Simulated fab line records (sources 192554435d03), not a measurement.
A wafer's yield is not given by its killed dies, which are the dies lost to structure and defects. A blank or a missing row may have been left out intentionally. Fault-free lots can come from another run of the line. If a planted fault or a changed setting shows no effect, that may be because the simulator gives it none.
Matching of chambers :: flow n5_finfet :: rie_diel-06 running N5_DUMMY_GATE_ETCH_31: 4 sister chambers
The step etches SiO2 in C4F6/O2, target depth 82.5 nm, time 27.5 s. 4 wafers are shown with their chamber, then 10 later ones without.

WAFERS, EACH WITH ITS CHAMBER
wafer: L087.3
chamber: 0
showerhead_plenum_p_Torr (Torr): 2.94

wafer: L087.5
chamber: 2
showerhead_plenum_p_Torr (Torr): 2.89

wafer: L089.1
chamber: 1
showerhead_plenum_p_Torr (Torr): 2.63

wafer: L089.3
chamber: 3
showerhead_plenum_p_Torr (Torr): 2.98

WAFERS WHOSE CHAMBER IS MISSING
wafer: L089.4
showerhead_plenum_p_Torr (Torr): 2.94

wafer: L090.2
showerhead_plenum_p_Torr (Torr): 2.89

wafer: L090.3
showerhead_plenum_p_Torr (Torr): 2.63

wafer: L090.4
showerhead_plenum_p_Torr (Torr): 2.98

wafer: L094.1
showerhead_plenum_p_Torr (Torr): 2.94

wafer: L094.5
showerhead_plenum_p_Torr (Torr): 2.88

wafer: L094.6
showerhead_plenum_p_Torr (Torr): 2.63

wafer: L096.1
showerhead_plenum_p_Torr (Torr): 2.93

wafer: L096.3
showerhead_plenum_p_Torr (Torr): 2.97

wafer: L096.5
showerhead_plenum_p_Torr (Torr): 2.93

WHICH CHAMBER EACH WENT THROUGH
wafer: L089.4
from the rows above: 0
in truth: 0

wafer: L090.2
from the rows above: 2
in truth: 2

wafer: L090.3
from the rows above: 1
in truth: 1

wafer: L090.4
from the rows above: 3
in truth: 3

wafer: L094.1
from the rows above: 0
in truth: 0

wafer: L094.5
from the rows above: 2
in truth: 2

wafer: L094.6
from the rows above: 1
in truth: 1

wafer: L096.1
from the rows above: 0
in truth: 0

wafer: L096.3
from the rows above: 3
in truth: 3

wafer: L096.5
from the rows above: 0
in truth: 0
Correctly placed: 10 of 10. From these rows, 0 cannot be placed. Wrongly placed: 0.
How it was worked out, from the rows above alone: a wafer's distance from a chamber is the root of the sum, over the readings, of the square of ((its reading less the chamber's mean) divided by the reading's scatter). The wafer belongs to the nearest chamber; if the next one is less than 2 further off, it can't be placed. Each chamber's mean is taken over the wafers shown for it. The scatter: with one shown wafer a chamber, the root of the mean of the squares of how far each hidden wafer lies from its nearest shown one.
